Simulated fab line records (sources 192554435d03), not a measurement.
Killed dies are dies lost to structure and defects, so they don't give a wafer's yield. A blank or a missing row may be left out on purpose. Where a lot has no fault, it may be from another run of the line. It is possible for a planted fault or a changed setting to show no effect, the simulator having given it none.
Which tool was responsible? | flow n5-finfet | 24 lots, 72 wafers sampled, at 1 step of a route of 1938

== WHAT THE GAUGES READ, wafer by wafer ==
N5_BEOL_M2_OVL_MEAS_29. Usual: for V1_OVL the level is 0.3 nm and the standard deviation is 0.76.
lot  | measured     | on         | V1_OVL (nm)    | flag
L074 | day 6 09:55  | overlay-01 | 1.1 -0.3 1.2   |
L075 | day 6 23:47  | overlay-01 | 0.0 -0.5 -0.1  |
L076 | day 7 04:50  | overlay-02 | 0.9 -0.1 0.8   |
L077 | day 7 05:25  | overlay-02 | -1.2 -0.9 -1.2 |
L078 | day 7 09:45  | overlay-01 | 0.0 -0.4 0.5   |
L079 | day 7 11:34  | overlay-02 | -0.3 -1.1 0.8  |
L080 | day 8 01:16  | overlay-02 | -0.4 0.7 -0.5  |
L081 | day 8 13:58  | overlay-02 | 0.7 -0.2 0.5   |
L082 | day 8 15:25  | overlay-01 | 0.0 0.7 0.1    |
L083 | day 8 15:56  | overlay-01 | 0.2 0.6 0.8    |
L084 | day 9 21:34  | overlay-01 | 0.4 -0.7 1.4   |
L085 | day 9 23:37  | overlay-01 | 0.9 -0.8 1.1   |
L086 | day 10 00:50 | overlay-02 | 0.8 -0.1 0.5   |
L087 | day 10 02:33 | overlay-01 | 1.2 1.3 -0.5   |
L088 | day 10 06:14 | overlay-01 | 1.2 1.3 2.0    |
L089 | day 10 15:11 | overlay-01 | 1.2 1.0 0.8    |
L091 | day 10 21:02 | overlay-02 | -0.6 -0.1 -1.0 |
L090 | day 10 22:22 | overlay-01 | 2.3 0.7 1.1    |
L092 | day 11 04:50 | overlay-02 | 1.2 1.2 -0.2   |
L093 | day 11 07:01 | overlay-02 | 0.8 1.7 0.7    |
L094 | day 11 12:58 | overlay-01 | 0.1 -0.5 0.1   |
L095 | day 11 23:46 | overlay-02 | 0.0 -0.8 0.3   |
L096 | day 12 03:18 | overlay-01 | -0.6 -0.7 -1.3 |
L097 | day 12 13:23 | overlay-02 | 0.6 0.7 0.8    |

== WHICH TOOL RAN EACH LOT (tool, then ch and the chambers of the sampled wafers, then the start) ==
The record shows no process step preceding these readings.

== AS READ BY THE TOOLS THEMSELVES (means over the sampled wafers that have a number; for cases with no such wafer, the mark the record gives instead) ==
The record holds no such reading with a usual standard deviation.

== THE ANSWER, worked out from the rows above alone ==
Rule: a lot is off if the mean of its wafers that have a number lies more than 3 standard deviations from the usual mean. A lot without any number at a reading at which 4 lots or more have one is off too. Where the step has rows for the other lots, those lots are counted as sound. First the gauges in route order, then the tools' own readings, where a lot's mean is used as printed above. The first step at which some lot is off is used, and at that step the reading that is off furthest; a lot without a number counts as furthest.
No lot is off at any reading shown: from this, nothing can be told.

== WHAT HAD BEEN PUT IN BY THE SIMULATOR ==
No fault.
